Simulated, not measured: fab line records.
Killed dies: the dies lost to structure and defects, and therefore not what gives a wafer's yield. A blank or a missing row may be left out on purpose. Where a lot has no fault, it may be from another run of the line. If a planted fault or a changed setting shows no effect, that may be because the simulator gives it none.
Chamber matching	flow n5-finfet	ald-metal-03 running N5_HKMG_FIN_ALD_71: 4 sister chambers
The step deposits TiN, target thk 1 nm, pulse time 1 s, purge time 3 s. 4 wafers are shown with their chamber, then 9 later ones without.

== WAFERS PAIRED WITH THEIR CHAMBERS ==
wafer	chamber	heater-power-w (W)
L083.1	1	1009
L083.2	2	653
L083.5	0	862
L083.6	3	934

== WAFERS WHOSE CHAMBER IS MISSING ==
wafer	heater-power-w (W)
L085.3	1047
L085.4	656
L085.6	662
L095.1	1041
L095.3	954
L095.4	645
L096.1	864
L096.3	1036
L096.4	941

== WHICH CHAMBER EACH ONE RAN IN ==
wafer	from the rows above	in truth
L085.3	1	1
L085.4	2	2
L085.6	2	2
L095.1	1	1
L095.3	can't be placed: 3 or 1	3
L095.4	2	2
L096.1	0	0
L096.3	1	1
L096.4	3	3
Correctly placed: 8 of 9. From these rows, 1 cannot be placed; in 1 the true chamber is one of the candidates. Number placed wrongly: 0.
How it was worked out, from the rows above alone: a wafer's distance from a chamber is the root of the sum, over the readings, of the square of ((its reading less the chamber's mean) divided by the reading's scatter). If the next closest chamber is less than 2 further off than the closest, the wafer can't be placed; otherwise it belongs to the closest. Each chamber's mean is taken over the wafers shown for it. The scatter (one wafer shown for each chamber): square how far every hidden wafer sits from the nearest shown wafer, average those squares and take the square root.
